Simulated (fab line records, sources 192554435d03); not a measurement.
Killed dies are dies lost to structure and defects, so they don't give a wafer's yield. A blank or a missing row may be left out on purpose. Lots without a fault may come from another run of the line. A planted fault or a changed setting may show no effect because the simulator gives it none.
fab line records | flow n5_finfet
record lots=7 wafers=19 last_day=18
route steps=1938 shown BEOL_M4@1091 PASSIVATION@1936
lots that met no fault: from a run of the same line without faults
start_h: hours from the record's first day to the start of the lot's first wafer shown | wait_h: hours since the lot's step before | " the same as in the row above | L1.1+2: a row that stands for several wafers | - no value, or no start given | * or withheld: withheld | < > ~ a bound
route shown NAME@n: a module of which the file shows steps, and the number in the route of the first | usual: mean/standard deviation of fault-free wafers | same: alike in all rows | chamber/n: place in a boat | sites: the reading at each site | _std_site: their standard deviation | _edge_site: outer sites' mean less inner sites' | radius_mm: how far each site lies from the wafer's centre | mask NAME#n: copy n | behind: the tool/chamber that last shaped the wafer | hold: why the lot was held/for how many hours/how that ended | device: the transistor (n, p or np) that didn't switch | end of line: the same wafers' tests at the end of the route | a step without rows: its recipe alone | killed: dies lost to structure and defects at the first sort, not the wafer's yield | map: a wafer's dies, x killed, . not, _ none there
set.NAME: the setting as run; set.NAME@STEP: as run at that earlier step | model.NAME: the simulator's own value behind a step, which no gauge read
lots at some steps of the route; a table a step, a row a wafer
services: from which hour (start_h, from the record's first day; less than 0 if before it) a tool's chamber was out of use, for how many hours, and why
## steps
# step N5_BEOL_M4_ANNEAL_87
# recipe temp_c=400 time_s=240 ambient=vacuum
# usual heater_power_w=816/80
# columns lot.wafer tool chamber start_h wait_h heater_power_w
L884.2 pvd_sputter-02 - 204.51 0.0 819
L884.3 " - " " 852
L884.5 " - " " 727
L889.2 pvd_sputter-02 - 231.30 0.0 869
L889.5 " - " " 818
L889.6 " - " " 760
L898.1 pvd_sputter-02 - 278.92 0.0 721
L898.2 " - " " 806
L897.2 pvd_sputter-01 - 279.09 0.0 1014
L897.3 " - " " 849
L897.4 " - " " 810
L899.1 pvd_sputter-03 - 282.19 0.0 747
L899.5 " - " " 744
L903.1 pvd_sputter-02 - 310.75 0.0 705
L903.2 " - " " 755
L903.3 " - " " 813
L902.1 pvd_sputter-03 - 314.02 0.0 731
L902.3 " - " " 901
L902.5 " - " " 891
# step N5_BEOL_M4_SPUTTER_88
# recipe material=Cu target_thk_a=45 temp_c=-20 chamber_pressure_pa=0.07 power_w=withheld time_s=8.29
# usual throttle_valve_pct=30.2/1
# columns lot.wafer tool chamber start_h wait_h throttle_valve_pct
L884.2 pvd_sputter-02 - 204.65 0.1 29.9
L884.3 " - " " 29.4
L884.5 " - " " 27.8
L889.2 pvd_sputter-02 - 231.44 0.1 29.4
L889.5 " - " " 29.9
L889.6 " - " " 31.4
L898.1 pvd_sputter-02 - 279.06 0.1 27.8
L898.2 " - " " 29.6
L897.2 pvd_sputter-01 - 279.23 0.1 29.4
L897.3 " - " " 31.1
L897.4 " - " " 29.6
L899.1 pvd_sputter-03 - 282.33 0.1 30.8
L899.5 " - " " 30.6
L903.1 pvd_sputter-02 - 310.89 0.1 27.9
L903.2 " - " " 31.6
L903.3 " - " " 30.2
L902.1 pvd_sputter-03 - 314.18 0.1 30.4
L902.3 " - " " 29.7
L902.5 " - " " 29.7
# step N5_BEOL_M4_ANNEAL_89
# recipe temp_c=400 time_s=240 ambient=vacuum
# step N5_BEOL_M4_SPUTTER_90
# recipe material=Cu target_thk_a=45 temp_c=-20 chamber_pressure_pa=0.07 power_w=withheld time_s=8.29
# usual throttle_valve_pct=30.2/1
# columns lot.wafer tool chamber start_h wait_h throttle_valve_pct
L884.2 pvd_sputter-02 - 204.87 0.1 30.0
L884.3 " - " " 29.3
L884.5 " - " " 28.1
L889.2 pvd_sputter-02 - 231.66 0.1 29.3
L889.5 " - " " 29.9
L889.6 " - " " 31.5
L898.1 pvd_sputter-02 - 279.28 0.1 27.9
L898.2 " - " " 30.1
L897.2 pvd_sputter-01 - 279.45 0.1 29.4
L897.3 " - " " 30.8
L897.4 " - " " 29.8
L899.1 pvd_sputter-03 - 282.55 0.1 30.8
L899.5 " - " " 30.8
L903.1 pvd_sputter-02 - 311.11 0.1 28.2
L903.2 " - " " 31.3
L903.3 " - " " 29.8
L902.1 pvd_sputter-03 - 314.42 0.1 30.5
L902.3 " - " " 29.9
L902.5 " - " " 29.9
# step N5_BEOL_M4_ANNEAL_91
# recipe temp_c=400 time_s=240 ambient=vacuum
# step N5_BEOL_M4_SPUTTER_92
# recipe material=Cu target_thk_a=45 temp_c=-20 chamber_pressure_pa=0.07 power_w=withheld time_s=8.29
# step N5_BEOL_M4_ANNEAL_93
# recipe temp_c=400 time_s=240 ambient=vacuum
# step N5_BEOL_M4_SPUTTER_94
# recipe material=Cu target_thk_a=45 temp_c=-20 chamber_pressure_pa=0.07 power_w=withheld time_s=8.29
# usual throttle_valve_pct=30.1/1
# columns lot.wafer tool chamber start_h wait_h throttle_valve_pct
L884.2 pvd_sputter-02 - 205.31 0.1 30.1
L884.3 " - " " 29.3
L884.5 " - " " 28.0
L889.2 pvd_sputter-02 - 232.10 0.1 29.2
L889.5 " - " " 29.8
L889.6 " - " " 31.5
L898.1 pvd_sputter-02 - 279.72 0.1 27.8
L898.2 " - " " 29.9
L897.2 pvd_sputter-01 - 279.89 0.1 29.7
L897.3 " - " " 31.0
L897.4 " - " " 29.7
L899.1 pvd_sputter-03 - 282.99 0.1 30.7
L899.5 " - " " 30.7
L903.1 pvd_sputter-02 - 311.55 0.1 28.0
L903.2 " - " " 31.5
L903.3 " - " " 30.1
L902.1 pvd_sputter-03 - 314.92 0.1 31.0
L902.3 " - " " 29.7
L902.5 " - " " 29.7
# step N5_BEOL_M4_ANNEAL_95
# recipe temp_c=400 time_s=240 ambient=vacuum
# step N5_BEOL_M4_SPUTTER_96
# recipe material=Cu target_thk_a=45 temp_c=-20 chamber_pressure_pa=0.07 power_w=withheld time_s=8.29
# step N5_BEOL_M4_ECD_50
# recipe material=Cu target_thk_a=3000
# step N5_BEOL_M4_ANNEAL_51
# recipe temp_c=225 time_s=90 ambient=N2
# usual wafer_temp_C_max=226.1/0.33
# columns lot.wafer tool chamber start_h wait_h wafer_temp_C_max
L884.2 rtp_anneal-02 0 205.78 0.1 226.3
L884.3 " 0 " " 226.2
L884.5 " 0 " " 225.8
L889.2 rtp_anneal-02 0 233.45 1.0 225.5
L889.5 " 0 " " 225.8
L889.6 " 0 " " 226.4
L898.1 rtp_anneal-01 0 280.16 0.1 226.0
L898.2 " 0 " " 226.0
L897.2 rtp_anneal-02 0 280.57 0.3 225.7
L897.3 " 0 " " 225.7
L897.4 " 0 " " 225.6
L899.1 rtp_anneal-02 0 283.41 0.1 225.8
L899.5 " 0 " " 226.1
L903.1 rtp_anneal-02 0 311.97 0.1 225.9
L903.2 " 0 " " 226.0
L903.3 " 0 " " 225.8
L902.1 rtp_anneal-01 0 315.37 0.1 226.4
L902.3 " 0 " " 226.1
L902.5 " 0 " " 226.2
# step N5_BEOL_M4_CMP_52
# recipe stop_on=SiOC t_overpolish_s=6.8 down_force_psi=1 platen_rpm=50 clearing_platen_down_force_psi=1.5 clearing_platen_rpm=50 post_cmp_clean=cu_alkaline target_thk_nm=40 clearing_platen_pad_velocity_m_s=0.99484 pad_velocity_m_s=0.99484
# usual barrier_field_endpoint_s=25.0/0.62 clearing_platen_down_force_psi=1.5002/0.0026 edge_zone_pressure_frac=1.000/0.0049 motor_current_A=6.4/0.76 overpolish_run_s=6.800/0.009 time_to_endpoint_s=62.8/2.9
# columns lot.wafer tool chamber start_h wait_h barrier_field_endpoint_s clearing_platen_down_force_psi edge_zone_pressure_frac motor_current_A overpolish_run_s time_to_endpoint_s model.Cu_of_BEOL_M4_ECD_50.thk_nm model.SiOC_of_BEOL_M4_ILD_DEP_00.thk_nm
L884.3 cmp-02 2 206.04 0.2 24.2 1.4971 0.997 6.9 6.806 60.8 40.8 74.8
L884.2 " 0 " " 25.6 1.5031 1.006 6.1 6.811 67.6 42.2 76.2
L884.5 " 3 " " 25.5 1.4987 0.997 6.8 6.793 62.2 40.6 78
L889.2 cmp-04 3 233.82 0.3 24.8 1.4977 0.996 7.6 6.804 66.3 40 75.6
L889.5 " 0 " " 24.1 1.4973 0.997 5.8 6.799 61.2 40.6 76.8
L889.6 " 1 " " 25.2 1.5012 1.000 6.2 6.809 63.5 41.2 76.6
L898.2 cmp-04 2 280.55 0.3 13.5 1.4981 1.006 5.5 6.801 34.3 37.2 74
L898.1 " 0 " " 13.5 1.4996 1.000 5.9 6.798 34.1 35.8 74
L897.4 cmp-04 3 281.03 0.3 25.1 1.5042 0.999 8.1 6.806 64.1 42 75.6
L897.3 " 1 " " 25.5 1.5030 1.004 5.7 6.803 63.3 41.2 75.2
L897.2 " 2 " " 14.1 1.4976 0.999 5.5 6.796 34.8 39.8 72.8
L899.1 cmp-04 0 283.78 0.3 13.3 1.4983 1.004 5.9 6.814 30.8 36.2 73.6
L899.5 " 2 " " 24.8 1.5020 0.999 5.3 6.801 63.3 38.6 76.4
L903.3 cmp-03 2 312.27 0.2 25.7 1.4963 0.984 6.4 6.800 63.7 41.2 74.8
L903.1 " 0 " " 25.5 1.5019 0.998 5.6 6.804 66.5 38.4 75.6
L903.2 " 1 " " 24.3 1.4980 0.998 6.4 6.806 58.0 38.2 76
L902.3 cmp-03 3 315.74 0.2 25.6 1.5025 1.006 6.7 6.792 61.0 37.2 75.4
L902.1 " 0 " " 25.7 1.4985 0.998 5.2 6.811 67.9 38.8 74.4
L902.5 " 2 " " 26.0 1.5028 0.997 6.4 6.791 67.8 39.6 76.6
# step N5_PASSIVATION_PROBE_49
# usual defect_limited_yield=91.2/1.5 killed_at_M0_to_M3=33/9.6 killed_at_M4_up=14/5.6 killed_at_contacts=14/5.5 killed_at_front_end=40/13 killed_at_other=4/3 killed_dies=104/17 killed_open=68/13 killed_short=33/7.2 sort_bin_5_function=5.2/0.95 sort_bin_6_memory=3.3/0.62 sort_n_pass=1076/17 sort_yield_pct=91.2/1.5
# same gross_dies=1180 killed_at_back_side=0 sort_bin_4_leakage[%]=0 sort_bin_8_speed[%]=0
# columns lot.wafer tool chamber start_h wait_h defect_limited_yield[%] killed_at_M0_to_M3 killed_at_M4_up killed_at_contacts killed_at_front_end killed_at_other killed_dies killed_open killed_short sort_bin_5_function[%] sort_bin_6_memory[%] sort_n_pass sort_yield_pct[%]
L889.5 prober-02 - 347.35 0.4 91.5 33 12 16 33 6 100 65 32 5.3 2.9 1080 91.5
L899.1 prober-01 - 400.07 0.0 88.8 36 18 15 62 1 132 82 45 6.5 4.3 1048 88.8
L899.5 prober-01 - 400.27 0.2 89.2 49 12 9 55 2 127 79 45 6.4 4.1 1053 89.2
L902.1 prober-01 - 427.03 0.0 90.7 37 20 18 33 2 110 81 28 5.5 3.6 1070 90.7
L902.3 prober-01 - 427.13 0.1 93.4 31 5 12 29 1 78 59 19 4.1 2.3 1102 93.4
L902.5 prober-01 - 427.23 0.2 93.0 23 9 18 33 0 83 49 30 4.6 2.4 1097 93.0
L903.1 prober-01 - 429.05 0.0 93.4 29 17 13 18 1 78 55 23 4.0 2.4 1102 93.4
L903.2 prober-01 - 429.10 0.1 91.8 40 17 10 27 3 97 63 33 4.6 3.1 1083 91.8
L903.3 prober-01 - 429.15 0.1 93.6 37 10 7 17 4 75 43 31 3.2 3.1 1105 93.6
# killed by level:class
L889.5 MOL_CONTACT_COAG:geometric_particle:open=12 BEOL_M3:geometric_particle:open=10 BEOL_M0_SAQP:geometric_particle:open=9 FIN_SAQP:geometric_particle:open=7 BEOL_M0_SAQP:geometric_particle:short=6 ILD0:geometric_particle:open=4 GATE_CUT:geometric_particle:short=4 MOL_CONTACT_COAG:geometric_particle:short=4
L899.1 FIN_SAQP:geometric_particle:open=19 MOL_CONTACT_COAG:geometric_particle:open=11 FIN_SAQP:geometric_particle:short=10 STI_FIN_REVEAL:geometric_particle:open=9 BEOL_M2:geometric_particle:open=8 BEOL_M0_SAQP:geometric_particle:open=7 BEOL_M0_SAQP:geometric_particle:short=6 DUMMY_GATE:geometric_particle:open=5
L899.5 BEOL_M0_SAQP:geometric_particle:open=17 FIN_SAQP:geometric_particle:short=15 BEOL_M0_SAQP:geometric_particle:short=12 STI_FIN_REVEAL:geometric_particle:open=9 DUMMY_GATE:geometric_particle:open=9 BEOL_M2:geometric_particle:open=8 FIN_SAQP:geometric_particle:open=7 MOL_CONTACT_COAG:geometric_particle:open=7
L902.1 MOL_CONTACT_COAG:geometric_particle:open=13 FIN_SAQP:geometric_particle:short=10 FIN_SAQP:geometric_particle:open=10 BEOL_M4:geometric_particle:open=10 BEOL_M2:geometric_particle:open=9 BEOL_M1:geometric_particle:open=9 STI_FIN_REVEAL:geometric_particle:open=7 MOL_CONTACT_COAG:geometric_particle:short=5
L902.3 BEOL_M3:geometric_particle:open=22 MOL_CONTACT_COAG:geometric_particle:open=11 FIN_SAQP:geometric_particle:open=10 STI_FIN_REVEAL:geometric_particle:open=7 FIN_SAQP:geometric_particle:short=6 BEOL_M0_SAQP:geometric_particle:short=3 STI_FIN_REVEAL:geometric_particle:short=2 BEOL_M0_SAQP:geometric_particle:open=2
L902.5 MOL_CONTACT_COAG:geometric_particle:open=12 FIN_SAQP:geometric_particle:short=11 FIN_SAQP:geometric_particle:open=8 MOL_CONTACT_COAG:geometric_particle:short=6 BEOL_M2:geometric_particle:open=5 BEOL_M0_SAQP:geometric_particle:open=4 BEOL_M0_SAQP:geometric_particle:short=4 BEOL_M4:geometric_particle:open=4
L903.1 MOL_CONTACT_COAG:geometric_particle:open=13 BEOL_M0_SAQP:geometric_particle:short=7 BEOL_M3:geometric_particle:open=6 SPACER0:geometric_particle:open=5 BEOL_M0_SAQP:geometric_particle:open=5 BEOL_M4:geometric_particle:open=5 FIN_SAQP:geometric_particle:short=4 BEOL_M4:geometric_particle:short=4
L903.2 BEOL_M0_SAQP:geometric_particle:short=14 MOL_CONTACT_COAG:geometric_particle:open=10 BEOL_M0_SAQP:geometric_particle:open=10 BEOL_M3:geometric_particle:open=8 BEOL_M4:geometric_particle:open=7 STARTING-WAFER:geometric_particle:short=7 GATE_CUT:geometric_particle:open=5 BEOL_M5:geometric_particle:open=4
L903.3 BEOL_M0_SAQP:geometric_particle:open=15 BEOL_M0_SAQP:geometric_particle:short=11 MOL_CONTACT_COAG:geometric_particle:open=6 BEOL_M3:geometric_particle:open=5 STARTING-WAFER:geometric_particle:short=5 FIN_SAQP:geometric_particle:short=3 BEOL_M6:geometric_particle:open=3 BEOL_M3:geometric_particle:short=3
## services
# columns tool chamber start_h hours kind
cmp-02 - 183.85 5.1 pm
cmp-04 - 194.07 0.7 repair
cmp-04 - 208.17 5.1 repair
cmp-03 - 211.73 4.0 pm
cmp-03 - 215.73 - consumable_replace:conditioner
cmp-03 - 215.73 - consumable_replace:pad
cmp-02 - 220.59 2.2 repair
cmp-02 - 235.42 0.2 repair
cmp-02 - 237.66 1.6 repair
cmp-02 - 260.11 0.7 repair
cmp-02 - 266.84 2.7 repair
cmp-02 - 277.51 4.0 pm
cmp-02 - 281.51 - consumable_replace:conditioner
cmp-02 - 281.51 - consumable_replace:pad
cmp-03 - 292.90 0.4 repair
pvd_sputter-02 - 305.59 2.2 repair
## key
first_sign step=N5_BEOL_M4_CMP_52 reading=barrier_field_endpoint_s direction=down sigmas=18 usual=25.0 struck=13.6
effect step=N5_BEOL_M4_CMP_52 reading=time_to_endpoint_s direction=down sigmas=10 usual=* struck=*
model_effect step=N5_BEOL_M4_CMP_52 value=Cu_of_BEOL_M4_ECD_50.thk_nm without=39.7 struck=37.25
met_at N5_BEOL_M4_CMP_52
struck_wafers L897.2,L898.1,L898.2,L899.1
onset_between 233.82 280.55
fault kind=process_parameter_drift tool=cmp-04 chamber=- onset_h=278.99 steps=N5_BEOL_M4_CMP_52 channel=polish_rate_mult offset=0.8 shape=step end_h=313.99 scope=struck_wafers_only
